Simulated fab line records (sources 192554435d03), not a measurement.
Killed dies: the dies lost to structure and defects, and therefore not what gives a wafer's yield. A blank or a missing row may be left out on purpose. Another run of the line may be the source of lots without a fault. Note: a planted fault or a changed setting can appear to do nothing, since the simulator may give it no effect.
A struck lot beside a sound one / flow n5_finfet / 36 out of 1938 route steps
Sound: these wafers, L637.1, L637.4, L637.6. Wafers struck: L647.1, L647.4, L647.5. The cause is named last.
Per side, at each step with rows, come the tool, then ch with its chambers, and then its first start. Under that, the readings that differ: sound wafers / struck wafers / difference of the means / sigmas: that difference in standard deviations of wafers without a fault.
alike: same words and numbers on both sides, and readings whose means sit less than 2 such deviations apart. not compared: any withheld reading, any reading some wafer has no value for, any bound like >300 that may hide the same value, and any number with overlapping values for which the record gives no deviation.
A row with sigmas, a row that says differs or no value, or rows on one side alone: a step with any of these is where the two part. Numbers that have no deviation but don't overlap get no sigmas and don't part them. Lack of a reading on every wafer of one side parts them only where that side has two or more wafers.

first, 9 steps without rows for these wafers: N5_HKMG_FIN_SOFTBAKE_44 (time 60 s); N5_HKMG_FIN_EXPOSE_46 (exposes mask NDIPOLE); N5_HKMG_FIN_PEB_47 (peb time 60 s); N5_HKMG_FIN_DEVELOP_48 (develop time 30 s); N5_HKMG_FIN_DESCUM_53 (chemistry O2, time 7.9 s); N5_HKMG_FIN_ETCH_54 (etches SiARC in CF4, target depth 45.5 nm, time 75.8 s); N5_HKMG_FIN_ETCH_55 (etches SOC in N2/H2, target depth 240 nm, time 300 s); N5_HKMG_FIN_STRIP_56 (strips in N2/H2); N5_HKMG_FIN_STRIP_57 (strips in CF4).
N5_HKMG_FIN_ETCH_58: etches SOC in N2/H2, target depth 215.8 nm, time 741 s.
  sound on rie_diel-01 ch 1,2, day 3 23:41; struck on rie_diel-02 ch 0,1,3, day 6 13:40
  alike: drypump_motor_current_A, oes_product_au, rf_vpp_V, showerhead_plenum_p_Torr, throttle_valve_pct
  not compared: rf_hours_counter_h
then, 25 steps without rows for these wafers: N5_HKMG_FIN_STRIP_93 (strips SOC in N2/H2, time 20 s); N5_HKMG_FIN_WET_ETCH_76 (etches Al2O3 in dNH4OH, stops on La2O3, target depth 2.25 nm, rinse time 30 s); N5_HKMG_FIN_STRIP_60 (strips in N2/H2, time 360 s); N5_HKMG_FIN_WET_ETCH_77 (etches La2O3 in dHCl, stops on HfO2, target depth 2 nm); N5_HKMG_FIN_WET_ETCH_78 (etches Al2O3 in dNH4OH, stops on La2O3, target depth 4.5 nm, rinse time 30 s); N5_HKMG_FIN_ALD_79 (deposits TiN, target thk 1.5 nm, pulse time 1 s, purge time 3 s); N5_HKMG_FIN_CVD_62 (deposits a-Si from Si2H6, target thk 3 nm, time 20.8 s); N5_HKMG_FIN_RTA_80 (time 2 s); N5_HKMG_FIN_PRECLEAN_64 (cleans in dHF, time 30 s); N5_HKMG_FIN_WET_ETCH_65 (etches a-Si in TMAH, stops on TiN, time 49 s, target depth 3 nm); N5_HKMG_FIN_WET_ETCH_81 (etches TiN in SC1, stops on HfO2, time 57 s, target depth 6 nm); N5_HKMG_FIN_WET_ETCH_82 (etches La2O3 in dHCl, stops on HfO2, target depth 2 nm, rinse time 30 s); N5_HKMG_FIN_ALD_36 (deposits TiN, target thk 1 nm, pulse time 1 s, purge time 3 s); N5_HKMG_FIN_PWFM_ALD_03 (deposits TiN, target thk 2 nm, pulse time 1 s, purge time 3 s); N5_HKMG_FIN_COAT_29 (time 60 s, resist thk 300 nm); N5_HKMG_FIN_COAT_30 (time 60 s, resist thk 35 nm); N5_HKMG_FIN_COAT_06 (resist thk 90 nm); N5_HKMG_FIN_EBR_08; N5_HKMG_FIN_SOFTBAKE_07 (time 60 s); N5_HKMG_FIN_EXPOSE_09 (exposes mask NWFM); N5_HKMG_FIN_PEB_10 (peb time 60 s); N5_HKMG_FIN_DEVELOP_11 (develop time 30 s); N5_HKMG_FIN_DESCUM_17 (chemistry O2, time 7.9 s); N5_HKMG_FIN_ETCH_31 (etches SiARC in CF4, target depth 45.5 nm, time 75.8 s); N5_HKMG_FIN_ETCH_32 (etches SOC in N2/H2, target depth 240 nm, time 300 s).
-- here the record skips 8 days between the struck wafers' starts before and after, leaving off in module HKMG_FIN and picking up in module PASSIVATION (first step shown: number 1936 of the route) --
N5_PASSIVATION_PROBE_49:
  sound on prober-01 at day 12 09:29; struck on prober-02 at day 14 23:37
reading=defect_limited_yield (%); sound=91.9 91.5 90.0; struck=81.6 82.8 79.9; difference=-9.7; sigmas=-7
reading=killed_at_front_end; sound=39 48 30; struck=141 152 159; difference=+112; sigmas=+9
reading=killed_dies; sound=95 100 118; struck=217 203 237; difference=+115; sigmas=+7
reading=sort_bin_4_leakage (%); sound=0 0 0; struck=0 0 0.08; difference=+0; sigmas=+2
reading=sort_bin_5_function (%); sound=4.3 5.3 6.2; struck=11.1 11.8 13.0; difference=+6.7; sigmas=+8
reading=sort_bin_6_memory (%); sound=3.1 3.1 3.4; struck=5.4 3.7 4.8; difference=+1.4; sigmas=+2
reading=sort_n_pass; sound=1085 1080 1062; struck=963 977 942; difference=-115; sigmas=-7
reading=sort_yield_pct (%); sound=91.9 91.5 90.0; struck=81.6 82.8 79.8; difference=-9.7; sigmas=-7
  alike: killed_at_M0_to_M3, killed_at_M4_up, killed_at_contacts, killed_at_other, killed_open, killed_short

## WHERE THEY PART
N5_PASSIVATION_PROBE_49 only, going by this record.

WHY: whatever the simulator had introduced
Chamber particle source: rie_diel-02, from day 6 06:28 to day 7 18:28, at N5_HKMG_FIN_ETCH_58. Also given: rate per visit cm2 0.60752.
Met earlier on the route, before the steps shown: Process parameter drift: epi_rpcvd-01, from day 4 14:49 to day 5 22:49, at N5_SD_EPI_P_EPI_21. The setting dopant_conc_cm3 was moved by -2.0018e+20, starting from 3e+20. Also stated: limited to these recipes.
